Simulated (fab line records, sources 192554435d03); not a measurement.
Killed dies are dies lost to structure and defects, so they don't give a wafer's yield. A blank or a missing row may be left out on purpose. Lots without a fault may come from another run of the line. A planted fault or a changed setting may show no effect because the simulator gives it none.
Chamber matching | flow n5_finfet | N5_GATE_CUT_ALD_22 on ald_sin-01: 4 sister chambers
The step deposits SiNx, target thk 16 nm, pulse time 1 s, ald cycles 320. 30 wafers are shown with their chamber, then 12 later ones without.

WAFERS WITH THEIR CHAMBER
wafer  | chamber | heater_power_w (W) | heater_power_outer_w (W) | susceptor_temp_C (C)
L076.1 | 1       | 766                | 499                      | 400.21
L076.3 | 3       | 859                | 484                      | 399.97
L076.4 | 0       | 825                | 512                      | 399.86
L077.2 | 2       | 764                | 481                      | 399.76
L077.3 | 1       | 761                | 494                      | 399.75
L077.6 | 3       | 865                | 487                      | 399.73
L078.1 | 0       | 836                | 503                      | 400.33
L078.2 | 2       | 752                | 483                      | 400.02
L078.5 | 3       | 842                | 496                      | 400.28
L079.1 | 0       | 847                | 509                      | 399.95
L079.5 | 2       | 789                | 498                      | 399.61
L079.6 | 3       | 860                | 480                      | 399.86
L080.1 | 2       | 759                | 477                      | 400.23
L080.2 | 0       | 821                | 514                      | 399.74
L080.6 | 3       | 842                | 491                      | 400.01
L082.1 | 1       | 748                | 498                      | 399.88
L082.3 | 3       | 848                | 489                      | 399.99
L082.4 | 0       | 809                | 506                      | 399.49
L083.4 | 3       | 876                | 491                      | 400.02
L083.5 | 2       | 767                | 478                      | 400.06
L083.6 | 1       | 763                | 484                      | 400.27
L084.2 | 2       | 769                | 494                      | 400.01
L084.4 | 3       | 858                | 499                      | 400.25
L084.5 | 2       | 786                | 491                      | 399.89
L085.1 | 1       | 762                | 500                      | 400.21
L085.3 | 3       | 857                | 500                      | 399.89
L085.6 | 2       | 753                | 484                      | 399.72
L089.3 | 1       | 758                | 499                      | 400.12
L089.4 | 2       | 769                | 492                      | 400.24
L089.5 | 1       | 766                | 497                      | 400.09

SIGNATURES (means of the wafers above)
reading              | chamber 0 | chamber 1 | chamber 2 | chamber 3 | scatter within a chamber
heater_power_w       | 827.60    | 760.57    | 767.56    | 856.33    | 11.4
heater_power_outer_w | 508.80    | 495.86    | 486.44    | 490.78    | 6.43
susceptor_temp_C     | 399.8740  | 400.0757  | 399.9489  | 400.0000  | 0.218
Rule: a wafer's distance from a chamber is the root of the sum, over the readings, of the square of ((its reading less the chamber's mean) divided by the reading's scatter). The wafer belongs to the nearest chamber; if the next one is less than 2 further off, it can't be placed. The scatter: the root of (the sum of the squares of (reading less its chamber's mean) over the shown wafers, divided by (wafers less chambers)).

WAFERS WITHOUT THEIR CHAMBER
wafer  | heater_power_w (W) | heater_power_outer_w (W) | susceptor_temp_C (C)
L091.1 | 833                | 528                      | 399.92
L091.2 | 758                | 495                      | 400.15
L091.4 | 758                | 490                      | 400.03
L092.2 | 766                | 491                      | 399.79
L092.3 | 883                | 500                      | 400.33
L092.4 | 755                | 492                      | 399.61
L094.2 | 877                | 501                      | 399.81
L094.3 | 764                | 491                      | 399.78
L094.5 | 743                | 495                      | 400.10
L097.1 | 866                | 510                      | 399.90
L097.3 | 738                | 487                      | 400.18
L097.4 | 763                | 497                      | 400.25

WHICH CHAMBER EACH WENT THROUGH
wafer  | from the rows above     | in truth
L091.1 | 0                       | 0
L091.2 | can't be placed: 1 or 2 | 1
L091.4 | can't be placed: 1 or 2 | 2
L092.2 | can't be placed: 2 or 1 | 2
L092.3 | 3                       | 3
L092.4 | can't be placed: 2 or 1 | 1
L094.2 | can't be placed: 3 or 0 | 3
L094.3 | can't be placed: 2 or 1 | 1
L094.5 | can't be placed: 1 or 2 | 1
L097.1 | can't be placed: 3 or 0 | 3
L097.3 | can't be placed: 1 or 2 | 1
L097.4 | can't be placed: 1 or 2 | 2
Placed correctly: 2 of 12. Can't be placed from these rows: 10 (the true chamber is among the candidates in 10). Placed wrongly: 0.
